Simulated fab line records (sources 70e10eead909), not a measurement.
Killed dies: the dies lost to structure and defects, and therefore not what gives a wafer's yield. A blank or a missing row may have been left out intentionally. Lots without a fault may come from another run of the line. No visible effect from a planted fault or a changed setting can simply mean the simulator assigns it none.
Which of the tools did it? || flow nandHarc || Sampling: 24 lots, 72 wafers, 5 of 1302 route steps

WHAT THE GAUGES SHOWED, per wafer
NHARC_P_M0_CD_MEAS_09 targets a cd of 90 nm. Usual: cdNm reads 89.8 nm (standard deviation 0.67).
{"lot": "L074", "measured": "day 6 00:38", "on": "cdSem-02", "cdNm (nm)": "89.4 88.8 89.3", "flag": ""}
{"lot": "L075", "measured": "day 6 13:41", "on": "cdSem-02", "cdNm (nm)": "89.5 89.4 89.8", "flag": ""}
{"lot": "L076", "measured": "day 6 18:55", "on": "cdSem-02", "cdNm (nm)": "89.1 88.8 89.2", "flag": ""}
{"lot": "L077", "measured": "day 7 06:13", "on": "cdSem-01", "cdNm (nm)": "88.8 89.1 89.1", "flag": ""}
{"lot": "L078", "measured": "day 7 17:50", "on": "cdSem-03", "cdNm (nm)": "88.4 88.4 88.7", "flag": ""}
{"lot": "L079", "measured": "day 8 01:37", "on": "cdSem-03", "cdNm (nm)": "90.2 90.7 90.5", "flag": ""}
{"lot": "L080", "measured": "day 8 14:50", "on": "cdSem-02", "cdNm (nm)": "91.6 90.7 91.0", "flag": ""}
{"lot": "L081", "measured": "day 9 04:49", "on": "cdSem-03", "cdNm (nm)": "90.1 90.3 89.0", "flag": ""}
{"lot": "L082", "measured": "day 9 10:22", "on": "cdSem-03", "cdNm (nm)": "88.8 89.4 89.1", "flag": ""}
{"lot": "L083", "measured": "day 10 01:11", "on": "cdSem-02", "cdNm (nm)": "90.3 89.5 89.9", "flag": ""}
{"lot": "L084", "measured": "day 10 12:25", "on": "cdSem-02", "cdNm (nm)": "89.8 90.7 90.2", "flag": ""}
{"lot": "L085", "measured": "day 11 03:29", "on": "cdSem-01", "cdNm (nm)": "90.2 89.4 89.5", "flag": ""}
{"lot": "L086", "measured": "day 11 04:11", "on": "cdSem-02", "cdNm (nm)": "90.2 90.1 90.5", "flag": ""}
{"lot": "L089", "measured": "day 12 02:13", "on": "cdSem-02", "cdNm (nm)": "90.5 90.8 90.5", "flag": ""}
{"lot": "L087", "measured": "day 12 03:02", "on": "cdSem-03", "cdNm (nm)": "91.0 91.0 90.5", "flag": ""}
{"lot": "L088", "measured": "day 12 05:07", "on": "cdSem-02", "cdNm (nm)": "89.7 89.9 89.8", "flag": ""}
{"lot": "L090", "measured": "day 12 22:19", "on": "cdSem-01", "cdNm (nm)": "89.7 90.0 90.7", "flag": ""}
{"lot": "L091", "measured": "day 13 06:28", "on": "cdSem-02", "cdNm (nm)": "90.3 90.6 89.6", "flag": ""}
{"lot": "L092", "measured": "day 13 16:43", "on": "cdSem-02", "cdNm (nm)": "89.6 90.0 89.9", "flag": ""}
{"lot": "L093", "measured": "day 14 02:05", "on": "cdSem-01", "cdNm (nm)": "90.6 90.3 90.2", "flag": ""}
{"lot": "L094", "measured": "day 14 12:44", "on": "cdSem-02", "cdNm (nm)": "89.4 88.9 89.5", "flag": ""}
{"lot": "L095", "measured": "day 15 02:21", "on": "cdSem-01", "cdNm (nm)": "89.1 89.5 89.6", "flag": ""}
{"lot": "L096", "measured": "day 15 11:10", "on": "cdSem-02", "cdNm (nm)": "89.5 89.1 90.3", "flag": ""}
{"lot": "L097", "measured": "day 15 14:22", "on": "cdSem-03", "cdNm (nm)": "90.2 90.8 89.2", "flag": ""}

NHARC_P_M0_OVL_MEAS_10: pitch 180 nm. Usual: overlayXNm 0.0 nm, standard deviation 0.73; overlayYNm 0.0 nm, standard deviation 1.2.
{"lot": "L074", "measured": "day 6 00:43", "on": "overlay-02", "overlayXNm (nm)": "-0.1 -0.2 0.2", "overlayYNm (nm)": "0.3 -0.4 0.2", "flag": ""}
{"lot": "L075", "measured": "day 6 13:46", "on": "overlay-02", "overlayXNm (nm)": "0.1 -0.1 -0.5", "overlayYNm (nm)": "-2.3 -1.2 -1.5", "flag": ""}
{"lot": "L076", "measured": "day 6 19:00", "on": "overlay-02", "overlayXNm (nm)": "-0.1 -0.5 -0.4", "overlayYNm (nm)": "-1.5 -1.8 -2.3", "flag": ""}
{"lot": "L077", "measured": "day 7 06:19", "on": "overlay-02", "overlayXNm (nm)": "1.1 1.0 0.8", "overlayYNm (nm)": "0.4 -0.2 0.2", "flag": ""}
{"lot": "L078", "measured": "day 7 17:55", "on": "overlay-02", "overlayXNm (nm)": "1.5 1.2 0.8", "overlayYNm (nm)": "0.6 0.3 0.7", "flag": ""}
{"lot": "L079", "measured": "day 8 01:43", "on": "overlay-01", "overlayXNm (nm)": "0.8 0.9 0.3", "overlayYNm (nm)": "0.9 0.4 0.1", "flag": ""}
{"lot": "L080", "measured": "day 8 14:55", "on": "overlay-02", "overlayXNm (nm)": "-0.4 -0.7 -0.3", "overlayYNm (nm)": "0.9 0.7 1.4", "flag": ""}
{"lot": "L081", "measured": "day 9 04:55", "on": "overlay-01", "overlayXNm (nm)": "-0.6 -0.4 0.2", "overlayYNm (nm)": "0.9 1.7 1.5", "flag": ""}
{"lot": "L082", "measured": "day 9 10:27", "on": "overlay-02", "overlayXNm (nm)": "0.9 0.7 0.5", "overlayYNm (nm)": "-0.1 0.2 0.3", "flag": ""}
{"lot": "L083", "measured": "day 10 01:16", "on": "overlay-02", "overlayXNm (nm)": "-0.2 0.1 -0.7", "overlayYNm (nm)": "-1.4 -1.8 -1.2", "flag": ""}
{"lot": "L084", "measured": "day 10 12:30", "on": "overlay-02", "overlayXNm (nm)": "0.8 0.4 0.4", "overlayYNm (nm)": "0.8 0.5 0.4", "flag": ""}
{"lot": "L085", "measured": "day 11 03:34", "on": "overlay-02", "overlayXNm (nm)": "-1.3 -0.6 -0.9", "overlayYNm (nm)": "3.1 2.7 2.7", "flag": ""}
{"lot": "L086", "measured": "day 11 04:17", "on": "overlay-01", "overlayXNm (nm)": "-0.3 -0.4 -0.6", "overlayYNm (nm)": "1.1 0.6 0.6", "flag": ""}
{"lot": "L089", "measured": "day 12 02:18", "on": "overlay-02", "overlayXNm (nm)": "0.7 0.7 0.8", "overlayYNm (nm)": "-0.9 -0.7 -0.5", "flag": ""}
{"lot": "L087", "measured": "day 12 03:07", "on": "overlay-02", "overlayXNm (nm)": "-1.0 -1.5 -0.7", "overlayYNm (nm)": "-0.9 -0.4 -0.1", "flag": ""}
{"lot": "L088", "measured": "day 12 05:12", "on": "overlay-02", "overlayXNm (nm)": "0.2 -0.4 -0.3", "overlayYNm (nm)": "0.6 0.1 0.4", "flag": ""}
{"lot": "L090", "measured": "day 12 22:25", "on": "overlay-01", "overlayXNm (nm)": "-0.6 -0.2 0.0", "overlayYNm (nm)": "-0.5 0.0 0.0", "flag": ""}
{"lot": "L091", "measured": "day 13 06:33", "on": "overlay-02", "overlayXNm (nm)": "-0.2 -0.7 -0.1", "overlayYNm (nm)": "-0.5 -0.2 -0.2", "flag": ""}
{"lot": "L092", "measured": "day 13 16:48", "on": "overlay-01", "overlayXNm (nm)": "-0.1 -0.3 -1.0", "overlayYNm (nm)": "0.7 0.3 0.9", "flag": ""}
{"lot": "L093", "measured": "day 14 02:10", "on": "overlay-02", "overlayXNm (nm)": "1.2 1.1 0.9", "overlayYNm (nm)": "0.3 0.2 0.5", "flag": ""}
{"lot": "L094", "measured": "day 14 12:49", "on": "overlay-01", "overlayXNm (nm)": "-0.7 -0.4 -0.6", "overlayYNm (nm)": "2.1 2.0 1.5", "flag": ""}
{"lot": "L095", "measured": "day 15 02:26", "on": "overlay-02", "overlayXNm (nm)": "-0.2 0.5 -0.1", "overlayYNm (nm)": "-0.1 -0.6 -0.5", "flag": ""}
{"lot": "L096", "measured": "day 15 11:16", "on": "overlay-01", "overlayXNm (nm)": "1.2 0.6 1.0", "overlayYNm (nm)": "-1.1 -1.5 -1.5", "flag": ""}
{"lot": "L097", "measured": "day 15 14:27", "on": "overlay-02", "overlayXNm (nm)": "-0.7 -0.5 -1.5", "overlayYNm (nm)": "-1.9 -1.9 -1.9", "flag": ""}

NHARC_P_M0_INSPECT_27. Usual: rawDefectCount reads 300 (standard deviation 120).
{"lot": "L074", "measured": "day 6 03:19", "on": "defectInspect-01", "rawDefectCount": "295 354 491", "flag": ""}
{"lot": "L075", "measured": "day 6 16:25", "on": "defectInspect-02", "rawDefectCount": "238 403 294", "flag": ""}
{"lot": "L076", "measured": "day 6 21:39", "on": "defectInspect-02", "rawDefectCount": "285 357 454", "flag": ""}
{"lot": "L077", "measured": "day 7 09:32", "on": "defectInspect-01", "rawDefectCount": "287 269 494", "flag": ""}
{"lot": "L078", "measured": "day 7 20:47", "on": "defectInspect-02", "rawDefectCount": "430 425 317", "flag": ""}
{"lot": "L079", "measured": "day 8 04:17", "on": "defectInspect-02", "rawDefectCount": "200 376 193", "flag": ""}
{"lot": "L080", "measured": "day 8 17:42", "on": "defectInspect-02", "rawDefectCount": "301 228 214", "flag": ""}
{"lot": "L081", "measured": "day 9 07:30", "on": "defectInspect-01", "rawDefectCount": "314 357 378", "flag": ""}
{"lot": "L082", "measured": "day 9 13:26", "on": "defectInspect-02", "rawDefectCount": "384 303 316", "flag": ""}
{"lot": "L083", "measured": "day 10 03:59", "on": "defectInspect-01", "rawDefectCount": "362 291 153", "flag": ""}
{"lot": "L084", "measured": "day 10 15:04", "on": "defectInspect-01", "rawDefectCount": "337 498 226", "flag": ""}
{"lot": "L085", "measured": "day 11 06:14", "on": "defectInspect-02", "rawDefectCount": "566 300 381", "flag": ""}
{"lot": "L086", "measured": "day 11 06:52", "on": "defectInspect-01", "rawDefectCount": "248 618 302", "flag": ""}
{"lot": "L089", "measured": "day 12 04:53", "on": "defectInspect-02", "rawDefectCount": "196 200 143", "flag": ""}
{"lot": "L087", "measured": "day 12 05:41", "on": "defectInspect-01", "rawDefectCount": "327 385 192", "flag": ""}
{"lot": "L088", "measured": "day 12 07:56", "on": "defectInspect-01", "rawDefectCount": "417 388 289", "flag": ""}
{"lot": "L090", "measured": "day 13 01:01", "on": "defectInspect-02", "rawDefectCount": "445 270 175", "flag": ""}
{"lot": "L091", "measured": "day 13 09:25", "on": "defectInspect-01", "rawDefectCount": "219 163 260", "flag": ""}
{"lot": "L092", "measured": "day 13 19:43", "on": "defectInspect-02", "rawDefectCount": "171 188 229", "flag": ""}
{"lot": "L093", "measured": "day 14 04:52", "on": "defectInspect-01", "rawDefectCount": "190 387 196", "flag": ""}
{"lot": "L094", "measured": "day 14 15:29", "on": "defectInspect-02", "rawDefectCount": "825 472 280", "flag": ""}
{"lot": "L095", "measured": "day 15 05:03", "on": "defectInspect-01", "rawDefectCount": "221 246 147", "flag": ""}
{"lot": "L096", "measured": "day 15 13:53", "on": "defectInspect-02", "rawDefectCount": "120 155 144", "flag": ""}
{"lot": "L097", "measured": "day 15 17:05", "on": "defectInspect-02", "rawDefectCount": "276 220 236", "flag": ""}

TOOL THAT RAN EACH LOT (tool first, then ch and the chambers of the sampled wafers, then the start)
{"lot": "L074", "NHARC_P_M0_DESCUM_14": "rieDiel-03 ch 0,1, day 6 00:49", "NHARC_P_M0_ETCH_15": "rieDiel-03 ch 0,3, day 6 03:19 or earlier"}
{"lot": "L075", "NHARC_P_M0_DESCUM_14": "rieDiel-02 ch 0,2,3, day 6 13:52", "NHARC_P_M0_ETCH_15": "rieDiel-02 ch 2,3, day 6 16:25 or earlier"}
{"lot": "L076", "NHARC_P_M0_DESCUM_14": "rieDiel-12 ch 1,3, day 6 19:06", "NHARC_P_M0_ETCH_15": "rieDiel-12 ch 0,3, day 6 21:39 or earlier"}
{"lot": "L077", "NHARC_P_M0_DESCUM_14": "rieDiel-03 ch 1,2,3, day 7 06:58", "NHARC_P_M0_ETCH_15": "rieDiel-03 ch 0,1,2, day 7 09:32 or earlier"}
{"lot": "L078", "NHARC_P_M0_DESCUM_14": "rieDiel-02 ch 0,1,2, day 7 18:05", "NHARC_P_M0_ETCH_15": "rieDiel-02 ch 0,1,2, day 7 20:47 or earlier"}
{"lot": "L079", "NHARC_P_M0_DESCUM_14": "rieDiel-03 ch 0,2,3, day 8 01:49", "NHARC_P_M0_ETCH_15": "rieDiel-03 ch 0,1,2, day 8 04:17 or earlier"}
{"lot": "L080", "NHARC_P_M0_DESCUM_14": "rieDiel-02 ch 1,3, day 8 15:01", "NHARC_P_M0_ETCH_15": "rieDiel-02 ch 0,2,3, day 8 17:42 or earlier"}
{"lot": "L081", "NHARC_P_M0_DESCUM_14": "rieDiel-03 ch 1,2,3, day 9 05:01", "NHARC_P_M0_ETCH_15": "rieDiel-03 ch 0,1,3, day 9 07:30 or earlier"}
{"lot": "L082", "NHARC_P_M0_DESCUM_14": "rieDiel-12 ch 0,1, day 9 10:34", "NHARC_P_M0_ETCH_15": "rieDiel-12 ch 0,1, day 9 13:26 or earlier"}
{"lot": "L083", "NHARC_P_M0_DESCUM_14": "rieDiel-03 ch 1,2,3, day 10 01:26", "NHARC_P_M0_ETCH_15": "rieDiel-03 ch 0,1,3, day 10 03:59 or earlier"}
{"lot": "L084", "NHARC_P_M0_DESCUM_14": "rieDiel-12 ch 0,2,3, day 10 12:36", "NHARC_P_M0_ETCH_15": "rieDiel-12 ch 1,2,3, day 10 15:04 or earlier"}
{"lot": "L085", "NHARC_P_M0_DESCUM_14": "rieDiel-03 ch 0,1,2, day 11 03:40", "NHARC_P_M0_ETCH_15": "rieDiel-03 ch 0,2,3, day 11 06:14 or earlier"}
{"lot": "L086", "NHARC_P_M0_DESCUM_14": "rieDiel-03 ch 0,2,3, day 11 04:24", "NHARC_P_M0_ETCH_15": "rieDiel-03 ch 1,2, day 11 06:52 or earlier"}
{"lot": "L089", "NHARC_P_M0_DESCUM_14": "rieDiel-12 ch 0,1,2, day 12 02:25", "NHARC_P_M0_ETCH_15": "rieDiel-12 ch 0,2,3, day 12 04:53 or earlier"}
{"lot": "L087", "NHARC_P_M0_DESCUM_14": "rieDiel-12 ch 1,2,3, day 12 03:14", "NHARC_P_M0_ETCH_15": "rieDiel-12 ch 0,2,3, day 12 05:41 or earlier"}
{"lot": "L088", "NHARC_P_M0_DESCUM_14": "rieDiel-03 ch 0,3, day 12 05:19", "NHARC_P_M0_ETCH_15": "rieDiel-03 ch 1,2, day 12 07:56 or earlier"}
{"lot": "L090", "NHARC_P_M0_DESCUM_14": "rieDiel-02 ch 0,3, day 12 22:33", "NHARC_P_M0_ETCH_15": "rieDiel-02 ch 1,3, day 13 01:01 or earlier"}
{"lot": "L091", "NHARC_P_M0_DESCUM_14": "rieDiel-02 ch 0,1, day 13 06:39", "NHARC_P_M0_ETCH_15": "rieDiel-02 ch 1,3, day 13 09:25 or earlier"}
{"lot": "L092", "NHARC_P_M0_DESCUM_14": "rieDiel-12 ch 0,1,3, day 13 16:54", "NHARC_P_M0_ETCH_15": "rieDiel-12 ch 0,1,2, day 13 19:43 or earlier"}
{"lot": "L093", "NHARC_P_M0_DESCUM_14": "rieDiel-12 ch 1,2, day 14 02:18", "NHARC_P_M0_ETCH_15": "rieDiel-12 ch 0,3, day 14 04:52 or earlier"}
{"lot": "L094", "NHARC_P_M0_DESCUM_14": "rieDiel-12 ch 1,3, day 14 12:56", "NHARC_P_M0_ETCH_15": "rieDiel-12 ch 1,2, day 14 15:29 or earlier"}
{"lot": "L095", "NHARC_P_M0_DESCUM_14": "rieDiel-02 ch 0,2, day 15 02:32", "NHARC_P_M0_ETCH_15": "rieDiel-02 ch 0,2, day 15 05:03 or earlier"}
{"lot": "L096", "NHARC_P_M0_DESCUM_14": "rieDiel-03 ch 1,2,3, day 15 11:22", "NHARC_P_M0_ETCH_15": "rieDiel-03 ch 1,2,3, day 15 13:53 or earlier"}
{"lot": "L097", "NHARC_P_M0_DESCUM_14": "rieDiel-02 ch 0,1,3, day 15 14:34", "NHARC_P_M0_ETCH_15": "rieDiel-02 ch 1,2,3, day 15 17:05 or earlier"}
- NHARC_P_M0_DESCUM_14: chemistry O2, time 3 s.
- NHARC_P_M0_ETCH_15: etches the open film in C4F8/Ar, target depth 150 nm, overetch 15 nm, time 82.5 s.

WHAT THE TOOLS THEMSELVES READ (means of the sampled wafers that have a number; where no wafer has one, the mark that the record gives instead)
NHARC_P_M0_DESCUM_14. Usual: drypumpMotorCurrentA 5.7 A, standard deviation 0.3; oesProductAu 1.002 a.u., standard deviation 0.011; rfVppV 57.9 V, standard deviation 0.84; showerheadPlenumPTorr 1.91 Torr, standard deviation 0.072; throttleValvePct 11.310 %, standard deviation 0.0088.
{"lot": "L074", "tool": "rieDiel-03", "drypumpMotorCurrentA (A)": 5.5, "oesProductAu (a.u.)": 1.003, "rfVppV (V)": 57.1, "showerheadPlenumPTorr (Torr)": 1.90, "throttleValvePct (%)": 11.314, "flag": ""}
{"lot": "L075", "tool": "rieDiel-02", "drypumpMotorCurrentA (A)": 5.7, "oesProductAu (a.u.)": 1.003, "rfVppV (V)": 57.7, "showerheadPlenumPTorr (Torr)": 1.99, "throttleValvePct (%)": 11.321, "flag": ""}
{"lot": "L076", "tool": "rieDiel-12", "drypumpMotorCurrentA (A)": 5.9, "oesProductAu (a.u.)": 1.000, "rfVppV (V)": 57.5, "showerheadPlenumPTorr (Torr)": 1.86, "throttleValvePct (%)": 11.308, "flag": ""}
{"lot": "L077", "tool": "rieDiel-03", "drypumpMotorCurrentA (A)": 5.7, "oesProductAu (a.u.)": 1.014, "rfVppV (V)": 58.4, "showerheadPlenumPTorr (Torr)": 1.89, "throttleValvePct (%)": 11.313, "flag": ""}
{"lot": "L078", "tool": "rieDiel-02", "drypumpMotorCurrentA (A)": 5.9, "oesProductAu (a.u.)": 1.000, "rfVppV (V)": 58.3, "showerheadPlenumPTorr (Torr)": 1.93, "throttleValvePct (%)": 11.313, "flag": ""}
{"lot": "L079", "tool": "rieDiel-03", "drypumpMotorCurrentA (A)": 5.7, "oesProductAu (a.u.)": 1.007, "rfVppV (V)": 58.3, "showerheadPlenumPTorr (Torr)": 1.90, "throttleValvePct (%)": 11.317, "flag": ""}
{"lot": "L080", "tool": "rieDiel-02", "drypumpMotorCurrentA (A)": 5.5, "oesProductAu (a.u.)": 1.000, "rfVppV (V)": 57.9, "showerheadPlenumPTorr (Torr)": 1.90, "throttleValvePct (%)": 11.315, "flag": ""}
{"lot": "L081", "tool": "rieDiel-03", "drypumpMotorCurrentA (A)": 5.7, "oesProductAu (a.u.)": 1.008, "rfVppV (V)": 57.9, "showerheadPlenumPTorr (Torr)": 1.89, "throttleValvePct (%)": 11.312, "flag": ""}
{"lot": "L082", "tool": "rieDiel-12", "drypumpMotorCurrentA (A)": 5.8, "oesProductAu (a.u.)": 1.000, "rfVppV (V)": 58.5, "showerheadPlenumPTorr (Torr)": 1.95, "throttleValvePct (%)": 11.313, "flag": ""}
{"lot": "L083", "tool": "rieDiel-03", "drypumpMotorCurrentA (A)": 5.7, "oesProductAu (a.u.)": 1.005, "rfVppV (V)": 57.2, "showerheadPlenumPTorr (Torr)": 1.89, "throttleValvePct (%)": 11.300, "flag": ""}
{"lot": "L084", "tool": "rieDiel-12", "drypumpMotorCurrentA (A)": 5.7, "oesProductAu (a.u.)": 0.996, "rfVppV (V)": 57.7, "showerheadPlenumPTorr (Torr)": 1.91, "throttleValvePct (%)": 11.311, "flag": ""}
{"lot": "L085", "tool": "rieDiel-03", "drypumpMotorCurrentA (A)": 5.8, "oesProductAu (a.u.)": 1.003, "rfVppV (V)": 57.9, "showerheadPlenumPTorr (Torr)": 1.88, "throttleValvePct (%)": 11.311, "flag": ""}
{"lot": "L086", "tool": "rieDiel-03", "drypumpMotorCurrentA (A)": 5.7, "oesProductAu (a.u.)": 1.002, "rfVppV (V)": 57.9, "showerheadPlenumPTorr (Torr)": 1.89, "throttleValvePct (%)": 11.315, "flag": ""}
{"lot": "L089", "tool": "rieDiel-12", "drypumpMotorCurrentA (A)": 5.7, "oesProductAu (a.u.)": 1.004, "rfVppV (V)": 58.3, "showerheadPlenumPTorr (Torr)": 1.96, "throttleValvePct (%)": 11.321, "flag": ""}
{"lot": "L087", "tool": "rieDiel-12", "drypumpMotorCurrentA (A)": 5.8, "oesProductAu (a.u.)": 1.005, "rfVppV (V)": 57.5, "showerheadPlenumPTorr (Torr)": 1.91, "throttleValvePct (%)": 11.313, "flag": ""}
{"lot": "L088", "tool": "rieDiel-03", "drypumpMotorCurrentA (A)": 5.4, "oesProductAu (a.u.)": 1.003, "rfVppV (V)": 58.1, "showerheadPlenumPTorr (Torr)": 1.91, "throttleValvePct (%)": 11.314, "flag": ""}
{"lot": "L090", "tool": "rieDiel-02", "drypumpMotorCurrentA (A)": 5.8, "oesProductAu (a.u.)": 1.006, "rfVppV (V)": 59.9, "showerheadPlenumPTorr (Torr)": 2.03, "throttleValvePct (%)": 11.303, "flag": ""}
{"lot": "L091", "tool": "rieDiel-02", "drypumpMotorCurrentA (A)": 5.8, "oesProductAu (a.u.)": 0.998, "rfVppV (V)": 57.6, "showerheadPlenumPTorr (Torr)": 1.90, "throttleValvePct (%)": 11.309, "flag": ""}
{"lot": "L092", "tool": "rieDiel-12", "drypumpMotorCurrentA (A)": 5.8, "oesProductAu (a.u.)": 0.985, "rfVppV (V)": 57.5, "showerheadPlenumPTorr (Torr)": 1.89, "throttleValvePct (%)": 11.313, "flag": ""}
{"lot": "L093", "tool": "rieDiel-12", "drypumpMotorCurrentA (A)": 5.8, "oesProductAu (a.u.)": 1.012, "rfVppV (V)": 58.2, "showerheadPlenumPTorr (Torr)": 1.96, "throttleValvePct (%)": 11.303, "flag": ""}
{"lot": "L094", "tool": "rieDiel-12", "drypumpMotorCurrentA (A)": 5.9, "oesProductAu (a.u.)": 0.994, "rfVppV (V)": 57.5, "showerheadPlenumPTorr (Torr)": 1.89, "throttleValvePct (%)": 11.306, "flag": ""}
{"lot": "L095", "tool": "rieDiel-02", "drypumpMotorCurrentA (A)": 6.0, "oesProductAu (a.u.)": 0.995, "rfVppV (V)": 57.8, "showerheadPlenumPTorr (Torr)": 1.98, "throttleValvePct (%)": 11.299, "flag": ""}
{"lot": "L096", "tool": "rieDiel-03", "drypumpMotorCurrentA (A)": 5.7, "oesProductAu (a.u.)": 1.009, "rfVppV (V)": 57.6, "showerheadPlenumPTorr (Torr)": 1.88, "throttleValvePct (%)": 11.318, "flag": ""}
{"lot": "L097", "tool": "rieDiel-02", "drypumpMotorCurrentA (A)": 5.7, "oesProductAu (a.u.)": 1.005, "rfVppV (V)": 58.1, "showerheadPlenumPTorr (Torr)": 1.95, "throttleValvePct (%)": 11.308, "flag": ""}

NHARC_P_M0_ETCH_15. Usual: oesProductAu 0.953 a.u., standard deviation 0.023; rfVppV 440.7 V, standard deviation 2.3.
{"lot": "L074", "tool": "rieDiel-03", "oesProductAu (a.u.)": 0.989, "rfVppV (V)": 441.3, "flag": ""}
{"lot": "L075", "tool": "rieDiel-02", "oesProductAu (a.u.)": 0.947, "rfVppV (V)": 441.9, "flag": ""}
{"lot": "L076", "tool": "rieDiel-12", "oesProductAu (a.u.)": 0.954, "rfVppV (V)": 439.0, "flag": ""}
{"lot": "L077", "tool": "rieDiel-03", "oesProductAu (a.u.)": 0.949, "rfVppV (V)": 439.7, "flag": ""}
{"lot": "L078", "tool": "rieDiel-02", "oesProductAu (a.u.)": 0.930, "rfVppV (V)": 440.4, "flag": ""}
{"lot": "L079", "tool": "rieDiel-03", "oesProductAu (a.u.)": 0.976, "rfVppV (V)": 440.3, "flag": ""}
{"lot": "L080", "tool": "rieDiel-02", "oesProductAu (a.u.)": 0.939, "rfVppV (V)": 442.4, "flag": ""}
{"lot": "L081", "tool": "rieDiel-03", "oesProductAu (a.u.)": 0.973, "rfVppV (V)": 440.5, "flag": ""}
{"lot": "L082", "tool": "rieDiel-12", "oesProductAu (a.u.)": 0.919, "rfVppV (V)": 442.3, "flag": ""}
{"lot": "L083", "tool": "rieDiel-03", "oesProductAu (a.u.)": 0.987, "rfVppV (V)": 440.5, "flag": ""}
{"lot": "L084", "tool": "rieDiel-12", "oesProductAu (a.u.)": 0.925, "rfVppV (V)": 441.4, "flag": ""}
{"lot": "L085", "tool": "rieDiel-03", "oesProductAu (a.u.)": 0.971, "rfVppV (V)": 440.8, "flag": ""}
{"lot": "L086", "tool": "rieDiel-03", "oesProductAu (a.u.)": 0.976, "rfVppV (V)": 438.7, "flag": ""}
{"lot": "L089", "tool": "rieDiel-12", "oesProductAu (a.u.)": 0.952, "rfVppV (V)": 440.8, "flag": ""}
{"lot": "L087", "tool": "rieDiel-12", "oesProductAu (a.u.)": 0.921, "rfVppV (V)": 440.3, "flag": ""}
{"lot": "L088", "tool": "rieDiel-03", "oesProductAu (a.u.)": 0.981, "rfVppV (V)": 439.4, "flag": ""}
{"lot": "L090", "tool": "rieDiel-02", "oesProductAu (a.u.)": 0.954, "rfVppV (V)": 440.5, "flag": ""}
{"lot": "L091", "tool": "rieDiel-02", "oesProductAu (a.u.)": 0.957, "rfVppV (V)": 440.1, "flag": ""}
{"lot": "L092", "tool": "rieDiel-12", "oesProductAu (a.u.)": 0.972, "rfVppV (V)": 442.5, "flag": ""}
{"lot": "L093", "tool": "rieDiel-12", "oesProductAu (a.u.)": 0.946, "rfVppV (V)": 440.5, "flag": ""}
{"lot": "L094", "tool": "rieDiel-12", "oesProductAu (a.u.)": 0.956, "rfVppV (V)": 442.1, "flag": ""}
{"lot": "L095", "tool": "rieDiel-02", "oesProductAu (a.u.)": 0.919, "rfVppV (V)": 441.6, "flag": ""}
{"lot": "L096", "tool": "rieDiel-03", "oesProductAu (a.u.)": 0.966, "rfVppV (V)": 439.9, "flag": ""}
{"lot": "L097", "tool": "rieDiel-02", "oesProductAu (a.u.)": 0.922, "rfVppV (V)": 439.9, "flag": ""}

THE ANSWER, worked out from the rows above alone
Rule: lot off if the mean of its wafers having a number is beyond 3 standard deviations from the usual mean. A lot without any number at a reading at which 4 lots or more have one is off too. Any other lot the step has rows for is counted as sound. After the gauges, taken in route order, come the tools' own readings; for these a lot's mean is taken, as printed above. At the first step where some lot is off, the reading lying furthest off is the one used; lots without a number count as furthest.
No lot is off on any of the readings shown, so nothing can be concluded from this.

WHAT WAS PUT IN BY THE SIMULATOR
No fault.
